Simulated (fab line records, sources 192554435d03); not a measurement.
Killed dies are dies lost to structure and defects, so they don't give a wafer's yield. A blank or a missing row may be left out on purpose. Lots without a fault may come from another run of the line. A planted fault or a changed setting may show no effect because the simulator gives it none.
One fault seen from 3 desks | flow n5_finfet | each desk has only its own numbers; what lay behind them comes last

THE METROLOGY DESK
What the gauges read, lot by lot, whatever tool the lot ran on: means of the sampled wafers that have a number. A lot is out of limits, marked OUT, if its mean lies more than 4 standard deviations from the usual mean; the brackets give that distance.
Columns: A = cd_nm at N5_BEOL_M15_CD_MEAS_28, usual 409.5 nm; B = M15_OVL at N5_BEOL_M15_OVL_MEAS_29, usual 4 nm
lot  | first seen here | A     | B
L872 | day 13 04:19    | 410.1 | 2
L871 | day 14 06:36    | 409.4 | 4
L881 | day 16 19:38    | 409.7 | 3
L884 | day 17 10:47    | 407.4 | 2
L885 | day 18 02:10    | 411.3 | 6
L883 | day 18 02:48    | 413.0 | 7
This desk's finding: nothing out of limits on any of the 6 lots.

THE TOOL OWNER'S DESK: rie_diel-06
The tool's own readings at N5_BEOL_M15_ETCH_61 (etches BARC in N2/H2, target depth 89 nm, overetch 26.7 nm, time 67.9 s): means of the sampled wafers that have a number, for each lot that ran on this tool. A lot is out of limits, marked OUT, if its mean lies more than 4 standard deviations from the usual mean; the brackets give that distance.
Columns: A = drypump_motor_current_A at N5_BEOL_M15_ETCH_61, usual 5.7 A; B = oes_product_au at N5_BEOL_M15_ETCH_61, usual 0.70 a.u.; C = rf_vpp_V at N5_BEOL_M15_ETCH_61, usual 524 V; D = showerhead_plenum_p_Torr at N5_BEOL_M15_ETCH_61, usual 2.54 Torr; E = throttle_valve_pct at N5_BEOL_M15_ETCH_61, usual 17.89 %
lot  | first seen here | A   | B    | C   | D    | E
L872 | day 13 04:26    | 5.9 | 0.59 | 521 | 2.44 | 18.19
L871 | day 14 06:44    | 5.8 | 0.65 | 521 | 2.43 | 18.16
L881 | day 16 20:01    | 5.8 | 0.67 | 521 | 2.43 | 18.17
L883 | day 18 03:25    | 5.8 | 0.74 | 524 | 2.55 | 17.88
This desk's finding: nothing out of limits on any of the 4 lots.

THE DEFECT DESK
What the inspections along the route counted, lot by lot: means of the sampled wafers that have a number. A lot is out of limits, marked OUT, if its mean lies more than 4 standard deviations from the usual mean; the brackets give that distance.
Columns: A = raw_defect_count at N5_BEOL_M15_INSPECT_30, usual 2.2
lot  | first seen here | A
L872 | day 13 04:22    | 1.3
L871 | day 14 06:39    | 2.7
L881 | day 16 19:41    | 2.7
L884 | day 17 10:51    | 2.7
L885 | day 18 02:13    | 2.3
L883 | day 18 02:52    | 1.3
This desk's finding: nothing out of limits on any of the 6 lots.

PUT TOGETHER
The metrology desk saw nothing out of limits.
The tool owner's desk saw nothing out of limits.
The defect desk saw nothing out of limits.

WHAT THE SIMULATOR HAD PUT IN
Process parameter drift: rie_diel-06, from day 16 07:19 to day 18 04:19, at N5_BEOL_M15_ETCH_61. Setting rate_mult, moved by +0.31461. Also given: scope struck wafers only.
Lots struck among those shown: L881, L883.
